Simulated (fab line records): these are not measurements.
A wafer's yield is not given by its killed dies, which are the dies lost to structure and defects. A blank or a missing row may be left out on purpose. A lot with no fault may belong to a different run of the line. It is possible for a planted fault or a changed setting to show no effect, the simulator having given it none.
A lot that was struck, set against a sound lot	flow n5 finfet	36 steps out of a route of 1938
Sound: the wafers L555.1, L555.2, L555.4. Struck: wafer L549.5 (left out: L549.2, a lot-mate that was not struck); the cause follows at the end.
At each step with rows: each side's tool, then ch and its chambers, then its first start. Under that, the readings that differ: sound wafers	struck wafers	difference of the means	sigmas: that difference in standard deviations of wafers without a fault.
alike: readings whose means differ by less than 2 such deviations, and words and numbers that are the same on both sides. not compared: withheld readings, readings that some wafer has no value for, bounds like >300 that may hide the same value, and numbers for which the record gives no deviation and whose values overlap.
A row with sigmas, a row that says differs or no value, or rows on one side alone: a step with any of these is where the two part. When numbers do not overlap yet have no deviation, they are printed without sigmas and do not part them. A reading missing from all wafers of one side parts the sides only when that side holds two or more wafers.

first, 9 steps without rows for these wafers: N5_MOL_CONTACT_COAG_PRECLEAN_127 (cleans in DIW, time 57.5 s); N5_MOL_CONTACT_COAG_SRD_128 (dry time 32 s); N5_MOL_CONTACT_COAG_CMP_52 (polishes, stops on SiO2, t overpolish 1.5 s, target thk 66.5 nm); N5_MOL_CONTACT_COAG_ANNEAL_112 (time 1800 s); N5_BEOL_M0_SAQP_PECVD_00 (deposits SiCN from 3MS/NH3, target thk 8 nm, time 14 s); N5_BEOL_M0_SAQP_ILD_DEP_01 (deposits SiOC from DEMS/O2, target thk 45.419 nm, time 8.7 s); N5_BEOL_M0_SAQP_HM_DEP_02 (deposits TiN, target thk 12 nm); N5_BEOL_M0_SAQP_PECVD_03 (deposits SiCN from 3MS/NH3, target thk 12 nm, time 21.1 s); N5_BEOL_M0_SAQP_PECVD_96 (deposits a-Si from SiH4/He, target thk 45 nm, time 45.2 s).
N5_BEOL_M0_SAQP_PECVD_97: deposits SiNx from SiH4/NH3/N2, target thk 23 nm, time 19.9 s.
  sound on pecvd-03 ch 0,1, day 10 18:01; struck on pecvd-04 ch 2, day 9 05:29
reading	sound	struck	difference	sigmas
model.SiNx_of_BEOL_M0_SAQP_PECVD_97.thk nm (nm)	22.4 22.6 23	8.2	-14.5	
  alike: heater power w, showerhead plenum p Torr, throttle valve pct
then, 24 steps without rows for these wafers: N5_BEOL_M0_SAQP_PECVD_04 (deposits a-Si from SiH4/He, target thk 60 nm, time 60.2 s); N5_BEOL_M0_SAQP_HM_DEP_111 (deposits SiO2 from SiH4/N2O, target thk 12 nm, time 7.2 s); N5_BEOL_M0_SAQP_COAT_81 (time 60 s, resist thk 100 nm); N5_BEOL_M0_SAQP_COAT_82 (time 60 s, resist thk 30 nm); N5_BEOL_M0_SAQP_COAT_08 (resist thk 90 nm); N5_BEOL_M0_SAQP_EBR_10; N5_BEOL_M0_SAQP_SOFTBAKE_09 (time 60 s); N5_BEOL_M0_SAQP_EXPOSE_11 (exposes mask M0 CORE, target cd 42 nm); N5_BEOL_M0_SAQP_PEB_12 (peb time 60 s); N5_BEOL_M0_SAQP_DEVELOP_13 (develop time 30 s); N5_BEOL_M0_SAQP_DESCUM_19 (chemistry O2, time 7.9 s); N5_BEOL_M0_SAQP_ETCH_83 (etches SiARC in CF4, target depth 39 nm, time 65 s); N5_BEOL_M0_SAQP_ETCH_84 (etches SOC in N2/H2, target depth 100 nm, overetch 20 nm, time 150 s); N5_BEOL_M0_SAQP_STRIP_80 (strips in N2/H2); N5_BEOL_M0_SAQP_HM_OPEN_112 (chemistry CHF3/O2, target SiO2, stops on a-Si, target depth 12 nm, time 13.5 s); N5_BEOL_M0_SAQP_STRIP_113 (strips in CHF3/O2); N5_BEOL_M0_SAQP_MANDREL_ETCH_20 (etches a-Si in HBr/Cl2, stops on SiNx, target depth 60 nm, bt time 10 s, time 30 s); N5_BEOL_M0_SAQP_STRIP_86 (strips in N2/H2); N5_BEOL_M0_SAQP_STRIP_115 (strips in post etch residue remover, time 60 s); N5_BEOL_M0_SAQP_SRD_93 (time 30 s); N5_BEOL_M0_SAQP_RECESS_114 (chemistry HF/NH3, target SiO2, target depth 14.4 nm, afs cycles 3, sublimation time 60 s); N5_BEOL_M0_SAQP_SPACER1_ALD_98 (deposits SiO2, target thk 12.8 nm, pulse time 1 s, purge time 2 s); N5_BEOL_M0_SAQP_SPACER1_ETCHBACK_99 (etches SiO2 in CHF3/O2, target depth 15.4 nm, time 7.7 s); N5_BEOL_M0_SAQP_MANDREL1_REMOVE_100 (chemistry HBr/Cl2/O2, target a-Si, stops on SiNx, bt time 10 s).
N5_BEOL_M0_SAQP_ETCH_106: etches SOC in N2/H2, stops on SiNx, target depth 150 nm.
  sound on rie diel-06 ch 0,2,3, day 10 21:16; struck on rie diel-01 ch 3, day 9 09:26
reading	sound	struck	difference	sigmas
oes product au (a.u.)	0.80 0.76 0.69	0.94	+0.19	+2
model.SiNx_of_BEOL_M0_SAQP_PECVD_97.thk nm (nm)	14.8 14.8 15.2	1	-14	
  alike: drypump motor current A, rf vpp V, showerhead plenum p Torr, throttle valve pct
  not compared: rf hours counter h
-- here the record skips 5 days between the struck wafers' starts before and after, leaving off in module BEOL_M0_SAQP and picking up in module BEOL_M4 (first step shown: number 1111 of the route) --
N5_BEOL_M4_RC_MEAS_101:
  sound on prober-01 ch 0, day 14 15:13; struck on prober-01 ch 0, day 14 03:04
  alike: DIBL_N, DIBL_P, IOFF_N, IOFF_P, ION_N, ION_P, SS_N, SS_P, VT_N, VT_P

WHERE THEY PART
N5_BEOL_M0_SAQP_ETCH_106 only, going by this record. Later steps at which nothing parts them and some readings are alike: N5_BEOL_M4_RC_MEAS_101.

WHY: what had been put in by the simulator
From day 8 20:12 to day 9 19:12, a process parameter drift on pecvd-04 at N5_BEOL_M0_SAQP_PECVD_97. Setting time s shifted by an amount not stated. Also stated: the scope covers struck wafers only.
